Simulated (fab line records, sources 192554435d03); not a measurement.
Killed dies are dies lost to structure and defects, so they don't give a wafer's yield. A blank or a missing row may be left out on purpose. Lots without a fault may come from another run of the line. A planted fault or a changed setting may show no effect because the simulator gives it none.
Which tool did it? | flow n5_finfet | 24 lots, 72 wafers sampled, at 4 steps of a route of 1938

WHAT THE GAUGES READ, wafer by wafer
N5_BEOL_M5_OCD_MEAS_38.
lot  | measured     | on     | trench_depth_nm (nm)
L075 | day 8 00:02  | ocd-02 | 74.7 72.4 73.8
L074 | day 8 03:36  | ocd-02 | 71.1 70.2 70.6
L076 | day 8 16:17  | ocd-01 | 69.4 69.4 72.1
L077 | day 8 19:17  | ocd-01 | 70.6 70.8 70.3
L079 | day 9 06:19  | ocd-02 | 74.1 72.2 72.9
L078 | day 9 10:02  | ocd-02 | 73.3 75.1 72.9
L080 | day 9 11:55  | ocd-01 | 74.7 74.2 73.9
L081 | day 9 17:41  | ocd-01 | 71.3 71.0 71.1
L082 | day 10 01:59 | ocd-02 | 72.1 70.5 70.2
L083 | day 10 03:58 | ocd-01 | 69.2 72.1 70.4
L084 | day 10 17:47 | ocd-01 | 73.4 69.7 71.3
L087 | day 11 08:19 | ocd-01 | 71.3 71.1 73.2
L085 | day 11 14:50 | ocd-01 | 71.6 70.5 71.8
L086 | day 11 15:20 | ocd-02 | 70.1 70.2 72.4
L088 | day 12 09:43 | ocd-02 | 70.3 69.1 71.2
L089 | day 12 10:29 | ocd-02 | 68.7 69.4 69.0
L091 | day 12 11:01 | ocd-01 | 71.2 69.5 69.9
L090 | day 12 15:46 | ocd-02 | 71.0 70.3 72.1
L092 | day 12 15:43 | ocd-01 | 69.5 69.4 72.1
L093 | day 12 16:13 | ocd-02 | 73.6 72.6 73.2
L094 | day 12 21:25 | ocd-01 | 72.8 72.1 73.2
L095 | day 13 12:52 | ocd-01 | 74.1 71.8 74.1
L096 | day 13 16:50 | ocd-01 | 73.0 71.3 71.0
L097 | day 14 03:34 | ocd-02 | 73.9 75.3 74.4

WHICH TOOL RAN EACH LOT (tool, then ch and the chambers of the sampled wafers, then the start)
lot  | N5_BEOL_M4_ANNEAL_80         | N5_BEOL_M4_ANNEAL_51             | N5_BEOL_M5_STRIP_19
L075 | pvd_sputter-03, day 7 17:08  | rtp_anneal-01 ch 0, day 7 18:53  | rie_diel-02 ch 0,1,3, day 7 22:55
L074 | pvd_sputter-02, day 7 20:04  | rtp_anneal-02 ch 0, day 7 21:43  | rie_diel-02 ch 0,1,3, day 8 01:40
L076 | pvd_sputter-03, day 8 07:53  | rtp_anneal-01 ch 0, day 8 09:35  | rie_diel-06 ch 1,3, day 8 14:17
L077 | pvd_sputter-03, day 8 11:38  | rtp_anneal-02 ch 0, day 8 13:25  | rie_diel-02 ch 0,2,3, day 8 17:06
L079 | pvd_sputter-01, day 8 22:01  | rtp_anneal-02 ch 0, day 8 23:43  | rie_diel-02 ch 0,1, day 9 05:16
L078 | pvd_sputter-02, day 9 02:16  | rtp_anneal-02 ch 0, day 9 04:13  | rie_diel-06 ch 2,3, day 9 09:04
L080 | pvd_sputter-01, day 9 05:08  | rtp_anneal-02 ch 0, day 9 06:58  | rie_diel-06 ch 0,2,3, day 9 10:22
L081 | pvd_sputter-02, day 9 10:14  | rtp_anneal-01 ch 0, day 9 11:59  | rie_diel-01 ch 0,1, day 9 16:40
L082 | pvd_sputter-03, day 9 17:43  | rtp_anneal-02 ch 0, day 9 19:23  | rie_diel-01 ch 0,1,2, day 10 00:49
L083 | pvd_sputter-02, day 9 17:58  | rtp_anneal-02 ch 0, day 9 23:22  | rie_diel-01 ch 0,2,3, day 10 02:55
L084 | pvd_sputter-01, day 10 10:40 | rtp_anneal-01 ch 0, day 10 12:23 | rie_diel-06 ch 0,2, day 10 15:59
L087 | pvd_sputter-01, day 11 00:20 | rtp_anneal-02 ch 0, day 11 02:05 | rie_diel-06 ch 1,2, day 11 06:41
L085 | pvd_sputter-02, day 11 06:55 | rtp_anneal-01 ch 0, day 11 08:34 | rie_diel-02 ch 0,2, day 11 12:40
L086 | pvd_sputter-01, day 11 06:55 | rtp_anneal-02 ch 0, day 11 08:37 | rie_diel-01 ch 1,3, day 11 12:49
L088 | pvd_sputter-02, day 12 01:19 | rtp_anneal-02 ch 0, day 12 02:58 | rie_diel-02 ch 1,2, day 12 08:45
L089 | pvd_sputter-03, day 12 01:22 | rtp_anneal-01 ch 0, day 12 03:08 | rie_diel-06 ch 0,1, day 12 09:30
L091 | pvd_sputter-02, day 12 03:14 | rtp_anneal-01 ch 0, day 12 04:55 | rie_diel-01 ch 1,2, day 12 09:43
L090 | pvd_sputter-02, day 12 05:10 | rtp_anneal-02 ch 0, day 12 06:55 | rie_diel-01 ch 1,2, day 12 11:44
L092 | pvd_sputter-01, day 12 06:09 | rtp_anneal-01 ch 0, day 12 07:49 | rie_diel-01 ch 2,3, day 12 12:01
L093 | pvd_sputter-03, day 12 06:47 | rtp_anneal-02 ch 0, day 12 08:26 | rie_diel-02 ch 0,2, day 12 12:26
L094 | pvd_sputter-03, day 12 09:41 | rtp_anneal-02 ch 0, day 12 11:40 | rie_diel-01 ch 0,1,2, day 12 16:54
L095 | pvd_sputter-01, day 13 05:10 | rtp_anneal-01 ch 0, day 13 06:58 | rie_diel-06 ch 0,1,2, day 13 11:56
L096 | pvd_sputter-03, day 13 10:11 | rtp_anneal-01 ch 0, day 13 11:59 | rie_diel-02 ch 0,2,3, day 13 15:55
L097 | pvd_sputter-01, day 13 20:44 | rtp_anneal-01 ch 0, day 13 22:24 | rie_diel-02 ch 0,2,3, day 14 01:57
- N5_BEOL_M4_ANNEAL_80: time 240 s.
- N5_BEOL_M4_ANNEAL_51: time 90 s.
- N5_BEOL_M5_STRIP_19: strips in O2.

WHAT THE TOOLS THEMSELVES READ (means of the sampled wafers that have a number; where no wafer has one, the mark that the record gives instead)
N5_BEOL_M4_ANNEAL_80.
lot  | tool           | heater_power_w (W)
L075 | pvd_sputter-03 | 819
L074 | pvd_sputter-02 | 820
L076 | pvd_sputter-03 | 840
L077 | pvd_sputter-03 | 851
L079 | pvd_sputter-01 | 847
L078 | pvd_sputter-02 | 875
L080 | pvd_sputter-01 | 846
L081 | pvd_sputter-02 | 823
L082 | pvd_sputter-03 | 831
L083 | pvd_sputter-02 | 766
L084 | pvd_sputter-01 | 842
L087 | pvd_sputter-01 | 838
L085 | pvd_sputter-02 | 812
L086 | pvd_sputter-01 | 801
L088 | pvd_sputter-02 | 764
L089 | pvd_sputter-03 | 835
L091 | pvd_sputter-02 | 786
L090 | pvd_sputter-02 | 775
L092 | pvd_sputter-01 | 840
L093 | pvd_sputter-03 | 833
L094 | pvd_sputter-03 | 856
L095 | pvd_sputter-01 | 806
L096 | pvd_sputter-03 | 860
L097 | pvd_sputter-01 | 851

N5_BEOL_M4_ANNEAL_51.
lot  | tool          | wafer_temp_C_max
L075 | rtp_anneal-01 | 225.2
L074 | rtp_anneal-02 | 226.5
L076 | rtp_anneal-01 | 225.4
L077 | rtp_anneal-02 | 226.5
L079 | rtp_anneal-02 | 226.4
L078 | rtp_anneal-02 | 226.8
L080 | rtp_anneal-02 | 226.3
L081 | rtp_anneal-01 | 225.5
L082 | rtp_anneal-02 | 226.3
L083 | rtp_anneal-02 | 226.6
L084 | rtp_anneal-01 | 225.9
L087 | rtp_anneal-02 | 226.6
L085 | rtp_anneal-01 | 225.6
L086 | rtp_anneal-02 | 226.4
L088 | rtp_anneal-02 | 226.3
L089 | rtp_anneal-01 | 225.6
L091 | rtp_anneal-01 | 225.6
L090 | rtp_anneal-02 | 226.1
L092 | rtp_anneal-01 | 225.7
L093 | rtp_anneal-02 | 226.4
L094 | rtp_anneal-02 | 226.7
L095 | rtp_anneal-01 | 225.5
L096 | rtp_anneal-01 | 225.6
L097 | rtp_anneal-01 | 225.6

N5_BEOL_M5_STRIP_19.
lot  | tool        | drypump_motor_current_A (A) | oes_product_au (a.u.) | rf_vpp_V (V) | showerhead_plenum_p_Torr (Torr) | throttle_valve_pct (%)
L075 | rie_diel-02 | 5.8                         | 0.77                  | 3.5          | 2.11                            | 16.79
L074 | rie_diel-02 | 5.8                         | 0.77                  | 3.0          | 2.11                            | 16.80
L076 | rie_diel-06 | 5.3                         | 0.70                  | 3.9          | 2.05                            | 17.15
L077 | rie_diel-02 | 5.7                         | 0.77                  | 3.5          | 2.11                            | 16.73
L079 | rie_diel-02 | 5.9                         | 0.76                  | 3.9          | 2.12                            | 16.70
L078 | rie_diel-06 | 4.9                         | 0.75                  | 3.7          | 2.04                            | 17.06
L080 | rie_diel-06 | 5.1                         | 0.77                  | 4.1          | 2.12                            | 16.89
L081 | rie_diel-01 | 5.5                         | 0.79                  | 3.3          | 2.15                            | 16.76
L082 | rie_diel-01 | 5.6                         | 0.78                  | 3.5          | 2.11                            | 16.85
L083 | rie_diel-01 | 5.5                         | 0.76                  | 4.1          | 2.09                            | 16.97
L084 | rie_diel-06 | 5.1                         | 0.81                  | 3.9          | 2.17                            | 16.76
L087 | rie_diel-06 | 5.6                         | 0.75                  | 3.9          | 2.16                            | 16.97
L085 | rie_diel-02 | 5.8                         | 0.87                  | 3.5          | 2.13                            | 16.50
L086 | rie_diel-01 | 5.3                         | 0.68                  | 3.5          | 2.10                            | 16.93
L088 | rie_diel-02 | 5.8                         | 0.77                  | 3.6          | 2.10                            | 16.57
L089 | rie_diel-06 | 5.5                         | 0.71                  | 3.6          | 2.19                            | 16.86
L091 | rie_diel-01 | 5.6                         | 0.70                  | 3.3          | 2.11                            | 16.84
L090 | rie_diel-01 | 5.8                         | 0.70                  | 3.6          | 2.08                            | 16.93
L092 | rie_diel-01 | 5.6                         | 0.69                  | 3.6          | 2.05                            | 17.02
L093 | rie_diel-02 | 5.8                         | 0.87                  | 3.8          | 2.13                            | 16.52
L094 | rie_diel-01 | 5.5                         | 0.75                  | 3.5          | 2.11                            | 16.89
L095 | rie_diel-06 | 5.5                         | 0.75                  | 4.2          | 2.17                            | 16.89
L096 | rie_diel-02 | 5.8                         | 0.89                  | 3.6          | 2.10                            | 16.50
L097 | rie_diel-02 | 5.8                         | 0.89                  | 3.3          | 2.10                            | 16.51

THE ANSWER, worked out from the rows above alone
Rule: what is usual is taken from the lots themselves. Put in order of their means at a reading, lots are off if they are a third of the lots or fewer, leave a main group of 4 or more, and stand apart from it by a gap of 3 or more times the standard deviation of the main group's means; of several such gaps the widest counts. A main group whose means are all the same, to the digits that the tables above print for the reading, isn't used. A lot without any number at a reading at which 4 lots or more have one is off too. The other lots that the step has rows for count as sound. The gauges are gone through in route order, then the tools' own readings, and for those a lot's mean is taken as printed above. The first step at which some lot is off is used, and at that step the reading that is off furthest; a lot without a number counts as furthest.
No lot is off at any reading shown: from this, nothing can be told.

WHAT THE SIMULATOR HAD PUT IN
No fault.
